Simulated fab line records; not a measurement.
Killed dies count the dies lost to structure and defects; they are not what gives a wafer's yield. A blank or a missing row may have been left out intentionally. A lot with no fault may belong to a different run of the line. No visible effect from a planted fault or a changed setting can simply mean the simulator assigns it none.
Chamber matching	flow n5-finfet	N5_BEOL_M7_CURE_74 on uv-cure-01: 3 sister chambers
The step cures SiCOH lowk, time 240 s. 3 wafers are shown with their chamber, then 12 later ones without.

== WAFERS PAIRED WITH THEIR CHAMBERS ==
wafer	chamber	wafer_temp_C_max
L079.5	1	386.6
L082.6	2	386.2
L084.6	0	386.1

== WAFERS WHOSE CHAMBER IS MISSING ==
wafer	wafer_temp_C_max
L083.1	386.3
L083.4	386.6
L083.5	386.2
L087.1	386.4
L087.2	386.5
L087.5	386.1
L095.3	386.6
L095.5	387.2
L095.6	386.3
L096.3	386.4
L096.4	386.2
L096.5	386.2

== WHICH CHAMBER EACH ONE RAN IN ==
wafer	from the rows above	in truth
L083.1	can't be placed: 2 or 0 or 1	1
L083.4	1	1
L083.5	can't be placed: 2 or 0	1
L087.1	can't be placed: 2 or 1 or 0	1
L087.2	can't be placed: 1 or 2 or 0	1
L087.5	can't be placed: 0 or 2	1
L095.3	1	1
L095.5	1	1
L095.6	can't be placed: 2 or 0 or 1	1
L096.3	can't be placed: 2 or 1 or 0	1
L096.4	can't be placed: 2 or 0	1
L096.5	can't be placed: 2 or 0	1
Correctly placed: 3 of 12. Unplaceable from these rows: 9, with the true chamber sitting among the candidates in 5. 0 placed wrongly.
How it was worked out, from the rows above alone: a wafer's distance from a chamber is the root of the sum, over the readings, of the square of ((its reading less the chamber's mean) divided by the reading's scatter). The wafer belongs to the nearest chamber; if the next one is less than 2 further off, it can't be placed. A chamber's mean is the mean of its shown wafers. The scatter: with one shown wafer a chamber, the root of the mean of the squares of how far each hidden wafer lies from its nearest shown one.
